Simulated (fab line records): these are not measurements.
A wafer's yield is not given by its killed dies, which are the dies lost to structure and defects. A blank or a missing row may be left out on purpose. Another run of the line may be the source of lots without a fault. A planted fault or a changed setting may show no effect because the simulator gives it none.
Comparing a struck lot with a sound one -- flow n5Finfet -- 24 out of 1938 route steps
Sound: the wafers L454.1, L454.3, L454.6. Struck: wafer L443.4. (L443.1, L443.3 of the same lot were not struck and are left out.) The cause comes at the end.
At each step with rows: each side's tool, then ch and its chambers, then its first start. Under that, the readings that differ: sound wafers -- struck wafers -- difference of the means -- sigmas: that difference in standard deviations of wafers without a fault.
alike: readings whose means differ by less than 2 such deviations, and words and numbers that are the same on both sides. not compared: withheld readings, readings that some wafer has no value for, bounds like >300 that may hide the same value, and numbers for which the record gives no deviation and whose values overlap.
A row with sigmas, a row that says differs or no value, or rows on one side alone: a step with any of these is where the two part. Non-overlapping numbers with no deviation appear without sigmas and do not part them. Lack of a reading on every wafer of one side parts them only where that side has two or more wafers.

first, 10 steps without rows for these wafers: N5_DUMMY_GATE_UV_OZONE_45 (time 120 s); N5_SPACER0_ALD_07 (deposits SiNx, target thk 2 nm); N5_SPACER0_ALD_00 (deposits SiOCN, target thk 3.5 nm, pulse time 3 s, purge time 2 s); N5_SPACER0_ALD_08 (deposits SiNx, target thk 2 nm); N5_SD_EPI_N_COAT_32 (time 60 s, resist thk 350 nm); N5_SD_EPI_N_COAT_33 (time 60 s, resist thk 35 nm); N5_SD_EPI_N_COAT_03 (resist thk 150 nm); N5_SD_EPI_N_EBR_05; N5_SD_EPI_N_SOFTBAKE_04 (time 60 s); N5_SD_EPI_N_EXPOSE_06 (exposes mask SD N BLK, target cd 120 nm).
N5_SD_EPI_N_PEB_07: peb time 60 s.
  sound on lithoTrack-01 ch 0, day 8 17:38; struck on lithoTrack-05 ch 0, day 6 05:58
reading,sound,struck,difference,sigmas
heaterPowerTotalW (W),174.5 173.0 173.7,187.3,+13.6,+8
  alike: chillPlateTempC, resistLineTempC
then, 1 step without rows for these wafers: N5_SD_EPI_N_DEVELOP_08 (develop time 30 s).
N5_SD_EPI_N_CD_MEAS_09 targets a cd of 120 nm.
  sound on cdSem-03 ch 0, day 8 17:42; struck on cdSem-01 ch 0, day 6 06:02
reading,sound,struck,difference,sigmas
cdNm (nm),120.9 119.3 119.6,117.2,-2.7,-5
N5_SD_EPI_N_DESCUM_14: chemistry O2, time 7.9 s.
  sound on rieDiel-06 ch 1,3, day 8 17:47; struck on rieDiel-04 ch 2, day 6 06:28
reading,sound,struck,difference,sigmas
throttleValvePct (%),19.91 20.36 19.91,20.66,+0.60,+3
model.SD_EPI_N.cdNm (nm),120.6 119.6 119.8,117.2,-2.8,
  alike: biasPowerW, drypumpMotorCurrentA, oesProductAu, rfVppV, showerheadPlenumPTorr
  not compared: rfHoursCounterH
then, 7 steps without rows for these wafers: N5_SD_EPI_N_ETCH_34 (etches SiARC in CF4, target depth 45.5 nm, time 75.8 s); N5_SD_EPI_N_ETCH_35 (etches SOC in N2/H2, overetch 108 nm, time 486 s); N5_SD_EPI_N_STRIP_36 (strips in N2/H2); N5_SD_EPI_N_ETCHBACK_44 (etches SiNx in CH3F/O2, stops on SiO2, target depth 14.5 nm); N5_SD_EPI_N_ETCH_45 (etches SiOCN in CH3F/O2, target depth 6 nm); N5_SD_EPI_N_ETCH_16 (etches SiO2 in CHF3/O2, target depth 5 nm); N5_SD_EPI_N_STRIP_47 (strips in CHF3/O2).
N5_SD_EPI_N_SD_RECESS_17: chemistry HBr/Cl2/O2, target depth 41 nm, time 23.7 s, bt time 3 s.
  sound on rieSi-04 ch 1,2, day 8 18:29; struck on rieSi-04 ch 2, day 6 07:09
reading,sound,struck,difference,sigmas
model.SD_EPI_N.cdNm (nm),120.8 119.6 120.4,116,-4,
  alike: drypumpMotorCurrentA, oesProductAu, throttleValvePct
  not compared: rfHoursCounterH
then, 1 step without rows for these wafers: N5_SD_EPI_N_STRIP_38 (strips in N2/H2).
-- record jumps: 5 days separate the struck wafers' starts on either side; left off in module SD_EPI_N, taken up again in module BEOL_M4, whose first shown step is the route's number 1111 --
N5_BEOL_M4_RC_MEAS_101:
  sound on prober-01 ch 0, day 14 08:14; struck on prober-01 ch 0, day 11 13:49
  alike: DIBL_N, DIBL_P, IOFF_N, IOFF_P, ION_N, ION_P, SS_N, SS_P, VT_N, VT_P

## WHERE THEY PART
First at N5_SD_EPI_N_PEB_07; last, within this record, at N5_SD_EPI_N_DESCUM_14. Later steps at which nothing parts them and some readings are alike: N5_SD_EPI_N_SD_RECESS_17, N5_BEOL_M4_RC_MEAS_101.

WHY: the cause the simulator had injected
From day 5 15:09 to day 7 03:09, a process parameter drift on lithoTrack-05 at N5_SD_EPI_N_PEB_07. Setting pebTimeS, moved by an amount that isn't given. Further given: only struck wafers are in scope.
